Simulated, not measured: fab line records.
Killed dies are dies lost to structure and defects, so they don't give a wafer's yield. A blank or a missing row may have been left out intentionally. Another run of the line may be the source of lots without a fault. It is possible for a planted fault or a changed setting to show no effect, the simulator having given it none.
fab line records	flow n5-finfet
record: lots: 7	wafers: 19	last-day: 18
route steps=1938 shown BEOL_M1@757 BEOL_M4@1111 PASSIVATION@1936
lots that met no fault: taken from a fault-free run of the same line
start-h: start of the lot's first displayed wafer, in hours after the record's first day	wait-h: time in hours since the lot's previous step	" same as the row above	L1.1+2: several wafers, shown together as one row	- no value, or no start given	* or withheld: withheld	< > ~ a bound
route shown NAME@n: NAME is a module with steps in the file, n the number in the route of the first one	usual: mean and standard deviation over wafers with no fault	same: alike in all rows	chamber/n: place in a boat	sites: per-site readings	_std_site: the values' standard deviation	_edge_site: the outer-site mean with the inner-site mean subtracted	radius-mm: how far each site lies from the wafer's centre	mask NAME#n: copy n	behind: tool/chamber where the wafer was last shaped	hold: why the lot was held/for how many hours/how that ended	device: which transistor (n, p or np) failed to switch	end of line: the tests these same wafers got at the end of their route	where a step has no rows: the recipe by itself	killed: the dies lost at the first sort to structure and to defects; this is not the yield of the wafer	map: shows each die of a wafer: x if killed, . if not, _ if none is there
set.NAME: setting as actually run; set.NAME@STEP: the setting as run at that earlier step	model.NAME: the simulator's own value behind a step, which no gauge read
lots at selected steps of the route; one table per step, one row per wafer
services: a tool's chamber out of use, with start hour (start-h, from the record's first day; less than 0 if before it), hours out, and reason
== steps ==
step: N5_BEOL_M1_COAT_73
recipe: resist: underlayer	temp-c: 205	time-s: 60	spin-rpm: 1500	resist-thk-nm: 5
step: N5_BEOL_M1_COAT_05
recipe: resist: CAR-EUV	spin-rpm: 1500	resist-thk-nm: 30
step: N5_BEOL_M1_EBR_07
recipe: solvent: PGMEA	ebr-width-mm: 1.5
step: N5_BEOL_M1_SOFTBAKE_06
recipe: temp-c: 110	time-s: 60	resist: CAR-EUV
step: N5_BEOL_M1_EXPOSE_08
recipe: mask-id: M1	na: 0.33	source-shape: dipole	sigma-inner: 0.369	sigma-outer: 0.767	polarization: unpolarized	dose-mj: 33
step: N5_BEOL_M1_PEB_09
recipe: peb-temp-c: 100	peb-time-s: 60	resist: CAR-EUV
step: N5_BEOL_M1_DEVELOP_10
recipe: develop-time-s: 30	developer: TMAH	resist: CAR-EUV	rinse-liquid: surfactant-rinse	dry: air-spin	dev-temp-c: 23
step: N5_BEOL_M1_CD_MEAS_11
recipe: target-cd-nm: 17.05	landing-energy-ev: 500	detector: se-inlens	polarity: opening
usual: cd-nm: 17.11/0.22
same: landing-energy-ev: 500
lot.wafer	tool	chamber	start-h	wait-h	cd-nm
L397.1	cd-sem-01	0	157.75	-	17.03
L397.2	"	0	"	"	17.22
L397.6	"	0	"	"	17.32
L402.4	cd-sem-02	0	163.49	-	17.41
L402.5	"	0	"	"	16.84
L402.6	"	0	"	"	17.42
L406.2	cd-sem-03	0	180.10	-	17.35
L406.4	"	0	"	"	17.25
L408.1	cd-sem-01	0	192.86	-	17.36
L408.4	"	0	"	"	16.82
L408.6	"	0	"	"	17.04
L409.1	cd-sem-03	0	201.41	-	17.23
L409.4	"	0	"	"	17.35
L412.2	cd-sem-03	0	217.44	-	17.26
L412.4	"	0	"	"	17.12
L412.6	"	0	"	"	17.40
L419.2	cd-sem-03	0	254.27	-	17.59
L419.4	"	0	"	"	16.99
L419.6	"	0	"	"	16.99
step: N5_BEOL_M1_OVL_MEAS_12
recipe: points-per-wafer: 522
usual: M1_OVL: 0.4/0.66
same: points-per-wafer: 522
lot.wafer	tool	chamber	start-h	wait-h	M1_OVL[nm]
L397.1	overlay-02	0	157.78	0.0	1.0
L397.2	"	0	"	"	1.4
L397.6	"	0	"	"	0.4
L402.4	overlay-01	0	163.53	0.0	-0.1
L402.5	"	0	"	"	0.5
L402.6	"	0	"	"	-0.2
L406.2	overlay-02	0	180.14	0.0	0.2
L406.4	"	0	"	"	0.5
L408.1	overlay-01	0	192.89	0.0	0.9
L408.4	"	0	"	"	1.3
L408.6	"	0	"	"	0.1
L409.1	overlay-01	0	201.44	0.0	0.0
L409.4	"	0	"	"	0.3
L412.2	overlay-01	0	217.48	0.0	1.2
L412.4	"	0	"	"	1.0
L412.6	"	0	"	"	1.9
L419.2	overlay-02	0	254.31	0.0	0.0
L419.4	"	0	"	"	0.5
L419.6	"	0	"	"	0.5
step: N5_BEOL_M1_INSPECT_13
recipe: mode: adi	inspect-instrument: brightfield
usual: raw-defect-count: 419/98
lot.wafer	tool	chamber	start-h	wait-h	raw-defect-count
L397.1	defect-inspect-01	-	157.84	0.1	325
L397.2	"	-	"	"	379
L397.6	"	-	"	"	305
L402.4	defect-inspect-02	-	163.57	0.0	474
L402.5	"	-	"	"	468
L402.6	"	-	"	"	457
L406.2	defect-inspect-01	-	180.19	0.0	328
L406.4	"	-	"	"	268
L408.1	defect-inspect-02	-	192.95	0.1	454
L408.4	"	-	"	"	471
L408.6	"	-	"	"	470
L409.1	defect-inspect-01	-	201.49	0.1	370
L409.4	"	-	"	"	183
L412.2	defect-inspect-01	-	217.53	0.0	393
L412.4	"	-	"	"	417
L412.6	"	-	"	"	426
L419.2	defect-inspect-01	-	254.36	0.0	376
L419.4	"	-	"	"	472
L419.6	"	-	"	"	409
step: N5_BEOL_M1_DESCUM_16
recipe: chemistry: O2	time-s: 7	source-power-w: 50	bias-power-w: 20	pressure-mtorr: 20	rf-frequency-hz: 2.712e+07	temp-c: 40	resist: CAR-EUV	o2-flow-sccm: 225
usual: drypump-motor-current-A: 5.6/0.33	oes-product-au: 0.78/0.1	rf-vpp-V: 243.5/1.3	showerhead-plenum-p-Torr: 2.09/0.066	temp-c: 39.99/0.11	throttle-valve-pct: 20.35/0.23
lot.wafer	tool	chamber	start-h	wait-h	drypump-motor-current-A	oes-product-au	rf-hours-counter-h	rf-vpp-V	showerhead-plenum-p-Torr	temp-c	throttle-valve-pct
L397.1	rie-diel-05	2	157.93	0.1	5.8	0.73	151	243.3	2.08	39.95	20.18
L397.2	"	0	"	"	5.3	0.73	166	243.2	2.07	39.85	20.20
L397.6	"	1	"	"	5.2	0.87	-	244.3	2.14	39.75	20.23
L402.4	rie-diel-05	0	163.62	0.0	5.3	0.74	-	243.0	2.06	40.07	20.22
L402.5	"	2	"	"	5.9	0.73	-	243.2	2.08	39.96	20.18
L402.6	"	1	"	"	5.1	0.86	-	244.8	2.14	39.84	20.23
L406.2	rie-diel-05	3	180.33	0.1	6.3	0.96	5	245.3	2.22	40.03	20.40
L406.4	"	0	"	"	5.3	0.73	175	244.1	2.06	40.03	20.22
L408.1	rie-diel-05	1	192.98	0.0	5.1	0.85	46	244.5	2.13	40.11	20.25
L408.4	"	2	"	"	5.9	0.72	164	242.5	2.08	39.90	20.20
L408.6	"	2	"	"	5.9	0.72	-	243.4	2.08	39.93	20.18
L409.1	rie-diel-05	3	201.53	0.0	6.3	0.94	10	245.0	2.22	40.09	20.41
L409.4	"	0	"	"	5.4	0.72	180	242.8	2.06	40.03	20.21
L412.2	rie-diel-04	0	217.57	0.0	5.6	0.71	196	242.1	2.08	40.06	20.83
L412.4	"	2	"	"	5.8	0.97	3	242.3	2.05	40.03	19.97
L412.6	"	2	"	"	5.7	0.95	-	243.5	2.05	39.89	19.98
L419.2	rie-diel-02	3	254.39	0.0	5.5	0.91	13	243.9	2.04	39.95	20.43
L419.4	"	0	"	"	5.3	0.71	203	240.3	1.99	40.19	20.52
L419.6	"	3	"	"	5.5	0.92	-	242.4	2.04	40.11	20.41
step: N5_BEOL_M1_ETCH_74
recipe: chemistry: N2/H2	target: underlayer	target-depth-a: 65	mask-material: CAR-EUV	time-s: 5.2	ion-energy-ev: 200	pressure-mtorr: 30	source-w: 840	bias-w: 150	n2-flow-sccm: 200	h2-flow-sccm: 200	ends: cleared
usual: drypump-motor-current-A: 5.6/0.34	etch-rf-on-time-s: 5.23/0.14	oes-product-au: 0.66/0.088	rf-vpp-V: 524.1/2.7	showerhead-plenum-p-Torr: 2.55/0.085	throttle-valve-pct: 17.82/0.21
lot.wafer	tool	chamber	start-h	wait-h	drypump-motor-current-A	etch-rf-on-time-s	oes-product-au	rf-hours-counter-h	rf-vpp-V	showerhead-plenum-p-Torr	throttle-valve-pct
L397.1	rie-diel-05	2	157.97	0.0	5.9	5.14	0.63	151	521.9	2.53	17.57
L397.2	"	0	"	"	5.3	5.27	0.63	166	522.9	2.52	17.67
L397.6	"	1	"	"	5.1	5.09	0.74	-	527.0	2.59	17.57
L402.4	rie-diel-05	0	163.65	0.0	5.3	5.27	0.62	-	525.8	2.52	17.68
L402.5	"	2	"	"	5.8	5.10	0.64	-	523.1	2.53	17.57
L402.6	"	1	"	"	5.1	5.09	0.74	-	522.8	2.59	17.61
L406.2	rie-diel-05	3	180.37	0.0	6.3	5.26	0.80	5	526.7	2.72	17.92
L406.4	"	0	"	"	5.3	5.27	0.62	175	523.9	2.52	17.69
L408.1	rie-diel-05	1	193.02	0.0	5.1	5.07	0.73	46	525.6	2.58	17.61
L408.4	"	2	"	"	5.9	5.11	0.63	164	523.3	2.53	17.57
L408.6	"	2	"	"	5.9	5.07	0.62	-	524.4	2.53	17.56
L409.1	rie-diel-05	3	201.56	0.0	6.3	5.26	0.79	10	529.7	2.72	17.93
L409.4	"	0	"	"	5.3	5.29	0.61	180	522.5	2.52	17.71
L412.2	rie-diel-04	0	217.61	0.0	5.7	5.59	0.59	196	523.5	2.51	18.08
L412.4	"	2	"	"	5.8	5.24	0.81	3	524.2	2.51	17.58
L412.6	"	2	"	"	5.7	5.20	0.81	-	522.3	2.51	17.58
L419.2	rie-diel-02	3	254.43	0.0	5.5	4.96	0.80	13	524.0	2.49	17.86
L419.4	"	0	"	"	5.3	5.32	0.60	203	519.1	2.43	17.96
L419.6	"	3	"	"	5.5	4.96	0.79	-	522.8	2.49	17.86
step: N5_BEOL_M1_ETCH_63
recipe: chemistry: CF4	target: SiARC	target-depth-a: 156	mask-material: CAR-EUV	time-s: 26	ion-energy-ev: 80	pressure-mtorr: 40	source-w: 545	bias-w: 36	Ar_flow_sccm: 100	cf4-flow-sccm: 100	ends: cleared
usual: drypump-motor-current-A: 5.6/0.34	etch-rf-on-time-s: 26.3/0.66	oes-product-au: 0.66/0.088	rf-vpp-V: 184.1/1.2	showerhead-plenum-p-Torr: 2.15/0.066	throttle-valve-pct: 15.59/0.21
lot.wafer	tool	chamber	start-h	wait-h	drypump-motor-current-A	etch-rf-on-time-s	oes-product-au	rf-hours-counter-h	rf-vpp-V	showerhead-plenum-p-Torr	throttle-valve-pct
L397.1	rie-diel-05	2	157.98	0.0	5.8	25.5	0.64	151	185.0	2.13	15.42
L397.2	"	0	"	"	5.4	26.2	0.63	166	185.2	2.13	15.57
L397.6	"	1	"	"	5.1	25.5	0.75	-	183.5	2.19	15.41
L402.4	rie-diel-05	0	163.67	0.0	5.4	26.6	0.62	-	184.7	2.13	15.58
L402.5	"	2	"	"	5.9	25.6	0.64	-	184.6	2.13	15.43
L402.6	"	1	"	"	5.1	25.6	0.75	-	183.8	2.19	15.43
L406.2	rie-diel-05	3	180.38	0.0	6.3	19.8	0.96	5	184.5	2.27	15.55
L406.4	"	0	"	"	5.3	26.6	0.62	175	183.3	2.13	15.60
L408.1	rie-diel-05	1	193.03	0.0	5.1	19.0	0.88	46	184.2	2.19	15.42
L408.4	"	2	"	"	5.8	25.7	0.63	164	183.2	2.13	15.43
L408.6	"	2	"	"	5.8	25.6	0.63	-	184.5	2.13	15.46
L409.1	rie-diel-05	3	201.58	0.0	6.3	19.6	0.95	10	187.4	2.27	15.56
L409.4	"	0	"	"	5.3	26.4	0.62	180	184.1	2.13	15.60
L412.2	rie-diel-04	0	217.62	0.0	5.7	28.0	0.59	196	184.3	2.12	15.96
L412.4	"	2	"	"	5.8	26.0	0.81	3	184.1	2.11	15.22
L412.6	"	2	"	"	5.8	26.0	0.81	-	183.5	2.11	15.23
L419.2	rie-diel-02	3	254.45	0.0	5.5	25.6	0.78	13	183.6	2.09	15.55
L419.4	"	0	"	"	5.3	27.0	0.60	203	183.4	2.04	15.79
L419.6	"	3	"	"	5.5	25.6	0.78	-	185.1	2.09	15.55
step: N5_BEOL_M1_ETCH_64
recipe: chemistry: N2/H2	target: SOC	target-depth-a: 750	overetch-a: 150	mask-material: SiARC	temp-c: 40	time-s: 112.5	ion-energy-ev: 200	pressure-mtorr: 30	source-w: 840	bias-w: 150	n2-flow-sccm: 200	h2-flow-sccm: 200
usual: drypump-motor-current-A: 5.6/0.33	oes-product-au: 0.62/0.077	rf-vpp-V: 524.1/2.3	showerhead-plenum-p-Torr: 2.55/0.085	temp-c: 40.01/0.1	throttle-valve-pct: 17.79/0.21
lot.wafer	tool	chamber	start-h	wait-h	drypump-motor-current-A	oes-product-au	rf-hours-counter-h	rf-vpp-V	showerhead-plenum-p-Torr	temp-c	throttle-valve-pct
L397.1	rie-diel-05	2	158.01	0.0	5.9	0.58	151	522.8	2.53	39.81	17.52
L397.2	"	0	"	"	5.3	0.58	166	523.5	2.52	39.94	17.65
L397.6	"	1	"	"	5.1	0.69	-	524.9	2.59	39.91	17.56
L402.4	rie-diel-05	0	163.74	0.1	5.3	0.58	-	522.6	2.52	39.77	17.66
L402.5	"	2	"	"	5.9	0.58	-	524.9	2.53	40.09	17.53
L402.6	"	1	"	"	5.1	0.68	-	523.7	2.59	40.04	17.58
L406.2	rie-diel-05	3	180.41	0.0	6.3	0.76	5	528.2	2.72	40.05	17.86
L406.4	"	0	"	"	5.4	0.58	175	523.5	2.52	39.92	17.65
L408.1	rie-diel-05	1	193.06	0.0	5.2	0.66	46	525.9	2.58	40.12	17.60
L408.4	"	2	"	"	5.9	0.58	164	525.1	2.53	39.94	17.54
L408.6	"	2	"	"	5.9	0.58	-	524.8	2.53	39.82	17.53
L409.1	rie-diel-05	3	201.61	0.0	6.3	0.74	10	527.9	2.72	40.23	17.89
L409.4	"	0	"	"	5.3	0.57	180	522.7	2.52	39.90	17.68
L412.2	rie-diel-04	0	217.65	0.0	5.7	0.57	196	523.3	2.51	40.10	18.05
L412.4	"	2	"	"	5.7	0.76	3	523.5	2.51	40.00	17.53
L412.6	"	2	"	"	5.8	0.75	-	520.5	2.51	40.01	17.55
L419.2	rie-diel-02	3	254.47	0.0	5.5	0.72	13	523.2	2.49	40.01	17.80
L419.4	"	0	"	"	5.3	0.57	203	519.0	2.43	40.19	17.94
L419.6	"	3	"	"	5.5	0.71	-	521.9	2.49	40.04	17.80
step: N5_BEOL_M4_RC_MEAS_101
usual: DIBL_N: 35.6/1.7	DIBL_P: 35.0/2	IOFF_N: 0.148/0.027	IOFF_P: 0.19/0.032	ION_N: 671/14	ION_P: 460/9.1	SS_N: 71.3/0.62	SS_P: 73.0/0.64	VT_N: 251/3.2	VT_P: -251.5/2.9
lot.wafer	tool	chamber	start-h	wait-h	DIBL_N[mV/V]	DIBL_P[mV/V]	IOFF_N[nA/um]	IOFF_P[nA/um]	ION_N[uA/um]	ION_P[uA/um]	SS_N[mV/dec]	SS_P[mV/dec]	VT_N[mV]	VT_P[mV]
L397.1	prober-02	0	199.78	0.0	35.3	35.6	0.144	0.17	665	456	70.9	73.0	252	-251.6
L397.2	"	0	"	"	35.4	36.0	0.151	0.18	679	456	70.8	73.7	250	-251.5
L397.6	"	0	"	"	32.9	33.6	0.115	0.15	676	458	70.5	73.3	255	-253.2
L402.4	prober-02	0	207.16	0.5	38.4	37.3	0.187	0.22	651	450	73.7	73.6	248	-254.3
L402.5	"	0	"	"	37.1	36.6	0.146	0.20	653	453	72.7	73.4	253	-251.5
L402.6	"	0	"	"	35.9	35.7	0.134	0.19	668	461	71.3	73.3	252	-253.1
L406.2	prober-01	0	248.16	0.2	35.6	36.5	0.177	0.26	672	466	72.5	73.7	246	-245.6
L406.4	"	0	"	"	34.0	34.0	0.146	0.21	679	463	71.8	73.2	252	-248.5
L408.1	prober-01	0	249.86	1.0	33.5	33.4	0.124	0.18	666	460	70.4	73.4	253	-251.3
L408.4	"	0	"	"	34.1	34.2	0.128	0.18	659	455	71.2	72.1	252	-254.5
L408.6	"	0	"	"	33.2	33.1	0.118	0.17	671	466	70.4	72.1	252	-253.6
L409.1	prober-02	0	252.98	0.0	36.7	37.1	0.193	0.23	668	456	72.4	73.8	244	-249.7
L409.4	"	0	"	"	35.1	35.5	0.163	0.20	681	469	71.4	73.2	248	-249.9
L412.2	prober-01	0	280.30	0.2	33.1	30.9	0.110	0.16	655	448	70.5	72.6	255	-255.2
L412.4	"	0	"	"	37.2	35.9	0.177	0.23	674	458	72.4	73.5	250	-248.7
L412.6	"	0	"	"	35.7	34.2	0.147	0.20	670	459	71.4	73.9	252	-252.3
L419.2	prober-01	0	322.17	0.2	37.2	37.1	0.165	0.21	673	462	70.8	73.0	246	-249.8
L419.4	"	0	"	"	37.3	36.3	0.151	0.18	671	452	71.6	73.3	252	-255.0
L419.6	"	0	"	"	37.2	37.4	0.156	0.20	682	466	71.9	73.2	252	-252.4
step: N5_PASSIVATION_PROBE_49
usual: defect-limited-yield: 91.2/1.6	killed_at_M0_to_M3: 35/11	killed_at_M4_up: 14/5.4	killed-at-contacts: 13/6	killed-at-front-end: 38/11	killed-at-other: 3.4/2.6	killed-dies: 104/19	killed-open: 68/13	killed-short: 34/8.5	sort_bin_5_function: 5.1/1	sort_bin_6_memory: 3.3/0.72	sort-n-pass: 1075/22	sort-yield-pct: 91.1/1.9
same: gross-dies: 1180	killed-at-back-side: 0	sort_bin_4_leakage[%]: 0	sort_bin_8_speed[%]: 0
lot.wafer	tool	chamber	start-h	wait-h	defect-limited-yield[%]	killed_at_M0_to_M3	killed_at_M4_up	killed-at-contacts	killed-at-front-end	killed-at-other	killed-dies	killed-open	killed-short	sort_bin_5_function[%]	sort_bin_6_memory[%]	sort-n-pass	sort-yield-pct[%]
L397.1	prober-01	-	315.08	0.0	89.1	52	22	15	39	1	129	81	37	6.6	3.3	1051	89.1
L397.2	prober-01	-	315.13	0.1	92.6	41	6	20	15	5	87	54	32	3.7	3.3	1093	92.6
L397.6	prober-01	-	315.33	0.3	90.2	46	15	16	35	4	116	75	38	5.7	3.9	1064	90.2
L402.4	prober-01	-	321.50	0.2	88.6	41	23	16	49	5	134	90	44	6.6	4.3	1046	88.6
L402.5	prober-01	-	321.55	0.2	90.3	37	21	7	46	4	115	80	31	6.4	3.3	1065	90.3
L402.6	prober-01	-	321.60	0.3	91.3	39	15	13	32	4	103	77	22	4.5	3.6	1077	91.3
L406.2	prober-02	-	362.64	0.1	90.3	46	11	4	50	3	114	66	48	5.2	3.8	1066	90.3
L406.4	prober-02	-	362.74	0.2	90.6	48	14	8	34	7	111	66	43	5.4	3.4	1069	90.6
L408.1	prober-01	-	367.12	0.0	88.4	40	17	23	54	3	137	107	30	8.1	3.4	1043	88.4
L408.4	prober-01	-	367.27	0.2	92.2	38	10	14	28	2	92	61	31	4.7	2.7	1088	92.2
L408.6	prober-01	-	367.37	0.3	88.5	51	18	21	43	3	136	95	41	6.3	5.1	1044	88.5
L409.1	prober-01	-	369.99	0.0	90.1	49	7	5	45	11	117	75	41	6.4	3.3	1063	90.1
L409.4	prober-01	-	370.14	0.2	91.0	34	28	3	40	1	106	67	33	5.1	3.2	1074	91.0
L412.2	prober-02	-	389.43	0.1	93.1	17	18	16	28	3	82	53	27	4.0	2.9	1098	93.1
L412.4	prober-02	-	389.53	0.2	90.8	37	17	15	33	6	108	69	37	5.4	3.5	1072	90.8
L412.6	prober-02	-	389.63	0.3	91.2	29	12	15	44	4	104	78	24	5.8	2.6	1076	91.2
L419.2	prober-01	-	436.58	0.1	92.0	25	15	8	43	3	94	65	27	5.2	2.5	1086	92.0
L419.4	prober-01	-	436.68	0.2	92.6	23	12	8	39	5	87	50	34	4.0	2.9	1093	92.6
L419.6	prober-01	-	436.78	0.3	91.7	26	16	13	43	0	98	58	39	5.6	2.5	1082	91.7
killed by level:class
L397.1 BEOL_M0_SAQP:geometric-particle:open=12 MOL_CONTACT_COAG:geometric-particle:open=11 BEOL_M2:geometric-particle:open=9 BEOL_M3:geometric-particle:open=8 HKMG_FIN:area-etch=8 BEOL_M0_SAQP:geometric-particle:short=7 BEOL_M1:geometric-particle:open=6 BEOL_M4:geometric-particle:open=6
L397.2 MOL_CONTACT_COAG:geometric-particle:open=14 BEOL_M3:geometric-particle:open=13 BEOL_M1:geometric-particle:open=7 BEOL_M2:geometric-particle:short=7 BEOL_M0:geometric-particle:open=6 MOL_CONTACT_COAG:geometric-particle:short=6 STARTING-WAFER:geometric-particle:short=4 FIN_SAQP:geometric-particle:open=3
L397.6 BEOL_M3:geometric-particle:open=15 MOL_CONTACT_COAG:geometric-particle:open=13 STI_FIN_REVEAL:geometric-particle:open=8 GATE_CUT:geometric-particle:short=6 BEOL_M0_SAQP:geometric-particle:open=5 BEOL_M0:geometric-particle:open=5 BEOL_M4:geometric-particle:open=5 FIN_SAQP:geometric-particle:open=4
L402.4 MOL_CONTACT_COAG:geometric-particle:open=14 STI_FIN_REVEAL:geometric-particle:open=13 BEOL_M4:geometric-particle:open=13 BEOL_M2:geometric-particle:open=11 FIN_SAQP:geometric-particle:open=10 BEOL_M1:geometric-particle:open=10 FIN_SAQP:geometric-particle:short=9 STI_FIN_REVEAL:geometric-particle:short=7
L402.5 STI_FIN_REVEAL:geometric-particle:open=12 BEOL_M4:geometric-particle:open=10 BEOL_M1:geometric-particle:open=9 MOL_CONTACT_COAG:geometric-particle:open=7 BEOL_M3:geometric-particle:open=6 FIN_SAQP:geometric-particle:open=5 BEOL_M0_SAQP:geometric-particle:open=5 BEOL_M2:geometric-particle:open=5
L402.6 MOL_CONTACT_COAG:geometric-particle:open=12 STI_FIN_REVEAL:geometric-particle:open=11 BEOL_M4:geometric-particle:open=11 BEOL_M2:geometric-particle:open=9 BEOL_M0_SAQP:geometric-particle:short=9 DUMMY_GATE:geometric-particle:open=7 FIN_SAQP:geometric-particle:open=5 BEOL_M0_SAQP:geometric-particle:open=5
L406.2 BEOL_M0_SAQP:geometric-particle:short=17 BEOL_M0_SAQP:geometric-particle:open=15 FIN_SAQP:geometric-particle:open=13 STI_FIN_REVEAL:geometric-particle:open=11 FIN_SAQP:geometric-particle:short=8 BEOL_M4:geometric-particle:open=8 STARTING-WAFER:geometric-particle:short=7 BEOL_M3:geometric-particle:short=6
L406.4 BEOL_M0_SAQP:geometric-particle:short=18 BEOL_M0_SAQP:geometric-particle:open=10 FIN_SAQP:geometric-particle:open=9 BEOL_M4:geometric-particle:open=8 MOL_CONTACT_COAG:geometric-particle:open=7 FIN_SAQP:geometric-particle:short=5 STI_FIN_REVEAL:geometric-particle:open=5 BEOL_M2:geometric-particle:open=5
L408.1 MOL_CONTACT_COAG:geometric-particle:open=20 FIN_SAQP:geometric-particle:open=17 STI_FIN_REVEAL:geometric-particle:open=17 BEOL_M0_SAQP:geometric-particle:short=12 BEOL_M0_SAQP:geometric-particle:open=9 BEOL_M4:geometric-particle:open=8 BEOL_M3:geometric-particle:open=8 DUMMY_GATE:geometric-particle:open=4
L408.4 BEOL_M0_SAQP:geometric-particle:open=10 MOL_CONTACT_COAG:geometric-particle:open=9 BEOL_M3:geometric-particle:open=8 BEOL_M1:geometric-particle:open=7 BEOL_M0_SAQP:geometric-particle:short=5 GATE_CUT:geometric-particle:short=5 MOL_CONTACT_COAG:geometric-particle:short=5 FIN_SAQP:geometric-particle:short=4
L408.6 MOL_CONTACT_COAG:geometric-particle:open=18 FIN_SAQP:geometric-particle:open=16 BEOL_M0_SAQP:geometric-particle:open=13 BEOL_M3:geometric-particle:open=13 STI_FIN_REVEAL:geometric-particle:open=10 BEOL_M0_SAQP:geometric-particle:short=10 BEOL_M4:geometric-particle:open=7 BEOL_M1:geometric-particle:short=6
L409.1 BEOL_M0_SAQP:geometric-particle:open=17 STI_FIN_REVEAL:geometric-particle:open=16 BEOL_M2:geometric-particle:open=14 FIN_SAQP:geometric-particle:short=12 BEOL_M0_SAQP:geometric-particle:short=7 BEOL_M2:geometric-particle:short=4 BEOL_M4:geometric-particle:open=4 MIM_TOP_ETCH:geometric-particle:open=4
L409.4 BEOL_M4:geometric-particle:open=22 BEOL_M2:geometric-particle:open=9 GATE_CUT:geometric-particle:short=8 BEOL_M0_SAQP:geometric-particle:short=8 STI_FIN_REVEAL:geometric-particle:open=6 BEOL_M0_SAQP:geometric-particle:open=6 GATE_CUT:geometric-particle:open=5 HKMG_FIN:area-etch=5
L412.2 MOL_CONTACT_COAG:geometric-particle:open=13 BEOL_M4:geometric-particle:open=8 STI_FIN_REVEAL:geometric-particle:open=5 BEOL_M0_SAQP:geometric-particle:short=5 DUMMY_GATE:geometric-particle:open=4 BEOL_M0_SAQP:geometric-particle:open=4 BEOL_M2:geometric-particle:open=4 STARTING-WAFER:geometric-particle:open=4
L412.4 MOL_CONTACT_COAG:geometric-particle:open=13 BEOL_M3:geometric-particle:open=10 BEOL_M0_SAQP:geometric-particle:short=9 BEOL_M1:geometric-particle:open=7 FIN_SAQP:geometric-particle:short=5 GATE_CUT:geometric-particle:short=5 BEOL_M4:geometric-particle:open=5 FIN_SAQP:geometric-particle:open=4
L412.6 FIN_SAQP:geometric-particle:open=14 MOL_CONTACT_COAG:geometric-particle:open=11 BEOL_M2:geometric-particle:open=8 BEOL_M3:geometric-particle:open=8 BEOL_M1:geometric-particle:open=7 STARTING-WAFER:geometric-particle:open=6 DUMMY_GATE:geometric-particle:open=4 MOL_CONTACT_COAG:geometric-particle:short=4
L419.2 FIN_SAQP:geometric-particle:open=11 BEOL_M3:geometric-particle:open=6 MOL_CONTACT_COAG:geometric-particle:open=6 BEOL_M2:geometric-particle:open=6 BEOL_M4:geometric-particle:open=6 STI_FIN_REVEAL:geometric-particle:open=5 BEOL_M1:geometric-particle:open=5 FIN_SAQP:geometric-particle:short=4
L419.4 GATE_CUT:geometric-particle:short=12 FIN_SAQP:geometric-particle:short=5 MOL_CONTACT_COAG:geometric-particle:open=5 BEOL_M0_SAQP:geometric-particle:open=5 BEOL_M3:geometric-particle:open=5 BEOL_M4:geometric-particle:open=5 STI_FIN_REVEAL:geometric-particle:open=4 GATE_CUT:geometric-particle:open=4
L419.6 STI_FIN_REVEAL:geometric-particle:open=9 FIN_SAQP:geometric-particle:short=8 MOL_CONTACT_COAG:geometric-particle:open=8 FIN_SAQP:geometric-particle:open=7 GATE_CUT:geometric-particle:short=6 BEOL_M0_SAQP:geometric-particle:short=6 MOL_CONTACT_COAG:geometric-particle:short=5 BEOL_M3:geometric-particle:open=5
== services ==
tool	chamber	start-h	hours	kind
rie-diel-05	3	150.30	-	clean
rie-diel-05	3	150.30	-	consumable-replace:focus-ring
rie-diel-05	3	150.30	-	consumable-replace:showerhead
rie-diel-05	3	150.30	14.0	scheduled-down
rie-diel-05	3	150.30	14.0	vent-cycle
rie-diel-02	3	158.29	9.1	repair
rie-diel-02	3	186.90	-	clean
rie-diel-02	3	186.90	-	consumable-replace:focus-ring
rie-diel-02	3	186.90	19.3	scheduled-down
rie-diel-02	3	186.90	19.3	vent-cycle
rie-diel-02	1	189.70	2.6	repair
rie-diel-04	2	193.49	-	clean
rie-diel-04	2	193.49	-	consumable-replace:focus-ring
rie-diel-04	2	193.49	13.0	scheduled-down
rie-diel-04	2	193.49	13.0	vent-cycle
rie-diel-02	2	206.43	-	clean
rie-diel-02	2	206.43	-	consumable-replace:focus-ring
rie-diel-02	2	206.43	20.5	scheduled-down
rie-diel-02	2	206.43	20.5	vent-cycle
rie-diel-04	0	207.73	1.7	repair
rie-diel-02	1	228.55	-	clean
rie-diel-02	1	228.55	-	consumable-replace:focus-ring
rie-diel-02	1	228.55	24.3	scheduled-down
rie-diel-04	2	240.24	10.5	repair
== key ==
first-sign: step: N5_BEOL_M1_ETCH_63	reading: etch-rf-on-time-s	direction: down	sigmas: 10	usual: *	struck: *
effect none on later readings
met-at N5_BEOL_M1_ETCH_63
struck-wafers L406.2,L408.1,L409.1
onset-between 163.67 180.38
fault: kind: process-parameter-drift	tool: rie-diel-05	chamber: -	onset-h: 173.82	steps: N5_BEOL_M1_ETCH_63	channel: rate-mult	offset: 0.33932	shape: step	end-h: 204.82	scope: struck-wafers-only
